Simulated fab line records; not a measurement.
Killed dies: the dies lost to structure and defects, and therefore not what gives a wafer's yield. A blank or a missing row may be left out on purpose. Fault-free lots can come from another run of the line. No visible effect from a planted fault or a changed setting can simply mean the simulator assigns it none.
Matching of chambers | flow n5Finfet | aldSin-02 running N5_BEOL_M1_ALD_98: 4 sister chambers
The step deposits SiO2, target thk 2.5 nm, pulse time 1 s, co reactant pulse time 1 s. 22 wafers are shown with their chamber, then 11 later ones without.

EACH WAFER AND ITS CHAMBER
wafer  | chamber | heaterPowerW (W) | precursorPulseHeightRel
L074.1 | 3       | 68               | 0.987
L074.5 | 3       | 67               | 0.965
L074.6 | 2       | 65               | 1.016
L076.1 | 0       | 74               | 1.030
L076.2 | 2       | 65               | 1.016
L076.3 | 1       | 92               | 1.015
L076.4 | 3       | 67               | 1.024
L076.5 | 3       | 68               | 1.034
L076.6 | 2       | 66               | 1.012
L082.1 | 1       | 92               | 0.998
L082.4 | 3       | 68               | 0.999
L082.5 | 2       | 64               | 1.010
L083.1 | 3       | 67               | 1.016
L083.2 | 2       | 67               | 0.988
L083.3 | 0       | 76               | 1.013
L086.1 | 3       | 70               | 1.013
L086.3 | 0       | 76               | 0.975
L086.4 | 2       | 65               | 1.016
L088.3 | 1       | 92               | 0.961
L088.4 | 0       | 77               | 0.989
L088.5 | 3       | 67               | 0.976
L087.1 | 1       | 92               | 1.013

SIGNATURES, as means of the wafers listed above
reading                 | chamber 0 | chamber 1 | chamber 2 | chamber 3 | scatter within a chamber
heaterPowerW            | 75.75     | 92.00     | 65.33     | 67.75     | 0.988
precursorPulseHeightRel | 1.00175   | 0.99675   | 1.00967   | 1.00175   | 0.0216
Rule: distance of a wafer from a chamber = root of the sum over the readings of ((wafer's reading minus chamber's mean) / reading's scatter) squared. The wafer belongs to the nearest chamber; if the next one is less than 2 further off, it can't be placed. The scatter is the square root of a quotient: the sum, over the shown wafers, of each reading's squared deviation from its chamber's mean, divided by wafers minus chambers.

WAFERS MISSING THEIR CHAMBER
wafer  | heaterPowerW (W) | precursorPulseHeightRel
L087.2 | 65               | 0.996
L087.5 | 68               | 1.000
L089.2 | 95               | 1.014
L089.3 | 64               | 0.973
L089.5 | 67               | 0.967
L094.3 | 66               | 0.988
L094.4 | 75               | 0.987
L094.5 | 67               | 0.994
L095.1 | 69               | 0.974
L095.4 | 93               | 0.976
L095.6 | 68               | 1.006

WHICH CHAMBER EACH WENT THROUGH
wafer  | from the rows above     | in truth
L087.2 | 2                       | 2
L087.5 | 3                       | 3
L089.2 | 1                       | 1
L089.3 | can't be placed: 2 or 3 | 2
L089.5 | can't be placed: 3 or 2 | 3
L094.3 | can't be placed: 2 or 3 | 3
L094.4 | 0                       | 0
L094.5 | can't be placed: 3 or 2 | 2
L095.1 | 3                       | 3
L095.4 | 1                       | 1
L095.6 | 3                       | 3
7 of 11 placed correctly. Unplaceable from these rows: 4, with the true chamber sitting among the candidates in 4. Wrongly placed: 0.
